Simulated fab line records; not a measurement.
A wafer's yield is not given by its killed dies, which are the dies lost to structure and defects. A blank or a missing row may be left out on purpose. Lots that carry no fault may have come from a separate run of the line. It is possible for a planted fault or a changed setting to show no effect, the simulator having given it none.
Split-lot trial | flow n5 finfet | route with 1938 steps; 7 lots, 21 wafers read

## THE SPLIT
At N5_BEOL_M15_PEB_26 (peb time 90 s), the setting peb temp c was moved away from the recipe's 130 C on 6 of the 21 wafers read, by -2.3% to +1.9%. This setting was run at the recipe's value on the other wafers.

## FROM THE SPLIT TO THE READING: what the file shows between them, 2 steps
- N5_BEOL_M15_DEVELOP_27: develop time 45 s
- N5_BEOL_M15_HARDBAKE_32: time 120 s

## THE READING
Shown in nm: cd nm at N5_BEOL_M15_CD_MEAS_28, with target cd 407.6 nm. A value of 408.2 nm with a standard deviation of 2 nm is what fault-free wafers of this fab line usually give.

wafer  | tool, chamber at the split | peb temp c as run, C | against the recipe | cd nm, nm | against lot-mates on the recipe
L080.1 | litho track-05, 0          | 129                  | -0.8%              | 404.5     | -6.2
L080.2 | litho track-05, 0          | 130                  | recipe             | 410.7     | -
L080.6 | litho track-05, 0          | 129                  | -0.8%              | 403.7     | -7.0
L081.2 | litho track-03, 0          | 128.5                | -1.2%              | 400.6     | -6.4
L081.5 | litho track-03, 0          | 130                  | recipe             | 404.4     | -
L081.6 | litho track-03, 0          | 130                  | recipe             | 409.6     | -
L083.1 | litho track-03, 0          | 128.3                | -1.3%              | 402.1     | -6.3
L083.2 | litho track-03, 0          | 130                  | recipe             | 405.3     | -
L083.6 | litho track-03, 0          | 130                  | recipe             | 411.5     | -
L087.2 | litho track-05, 0          | 130                  | recipe             | 411.9     | -
L087.5 | litho track-05, 0          | 130                  | recipe             | 409.0     | -
L087.6 | litho track-05, 0          | 130                  | recipe             | 412.2     | -
L089.1 | litho track-03, 0          | 130                  | recipe             | 410.2     | -
L089.3 | litho track-03, 0          | 132.5                | +1.9%              | 417.1     | +6.8
L089.4 | litho track-03, 0          | 130                  | recipe             | 410.5     | -
L092.1 | litho track-04, 0          | 127                  | -2.3%              | 390.6     | -18.2
L092.3 | litho track-04, 0          | 130                  | recipe             | 408.5     | -
L092.5 | litho track-04, 0          | 130                  | recipe             | 409.1     | -
L096.1 | litho track-03, 0          | 130                  | recipe             | 408.2     | -
L096.3 | litho track-03, 0          | 130                  | recipe             | 412.2     | -
L096.6 | litho track-03, 0          | 130                  | recipe             | 409.1     | -

THE FIT
A straight line over all 21 wafers: cd nm changes by +6.36 nm for each +1% of peb temp c; r = +0.90; the points scatter about the line by 2.4 nm.
The same after taking each lot's own level away (the mean of its wafers on the recipe; 21 wafers): +5.92 nm for each +1%; r = +0.91; scatter 2.2 nm.
That fit puts the effect of the largest move of peb temp c on the reading at 14 nm.
The span of the lots' own levels, 407.00 to 411.03 nm, comes to 2.0 times the standard deviation stated above.
So the lot-to-lot level changes the slope little: the two slopes agree.
Check: for one of the wafers moved furthest among these (-2.3%), held out of the fit, the line's prediction against its lot-mates is -11.5 nm. Against them it came out at -18.2 nm.

## OTHER SPLITS ON THESE WAFERS
Other splits were also applied to these wafers ahead of the reading. Each is held against what the fit with the lots' levels taken away leaves over:
other split on the same wafers    | wafers away from the commonest value | r with cd nm (lot level and that fit taken away)
N5_BEOL_M13_COAT_58 spin rpm      | 7                                    | -0.26
N5_BEOL_M14_TRENCH_ETCH_34 bias w | 8                                    | -0.24

## THE WHOLE CHAIN: every reading that the file lists as answering this split, in the file's order
step                       | what it does                                                  | reading                                                         | change (the file's fit)              | r (the file's)
N5_BEOL_M15_CD_MEAS_28     | target cd 407.6 nm                                            | cd nm                                                           | +5.98 nm for each +1% of the setting | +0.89
N5_BEOL_M15_DESCUM_33      | chemistry O2, time 7.9 s                                      | BEOL_M15.cd nm (the simulator's own value, which no gauge read) | +6.04 nm for each +1% of the setting | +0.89
N5_BEOL_M15_TRENCH_ETCH_34 | etches SiO2 in C4F8/O2/Ar, target depth 872.93 nm, time 199 s | BEOL_M15.cd nm (the simulator's own value, which no gauge read) | +6.1 nm for each +1% of the setting  | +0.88

## FILE'S OWN FIT
cd nm changes by +5.98 nm for each +1% of peb temp c, r = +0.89.
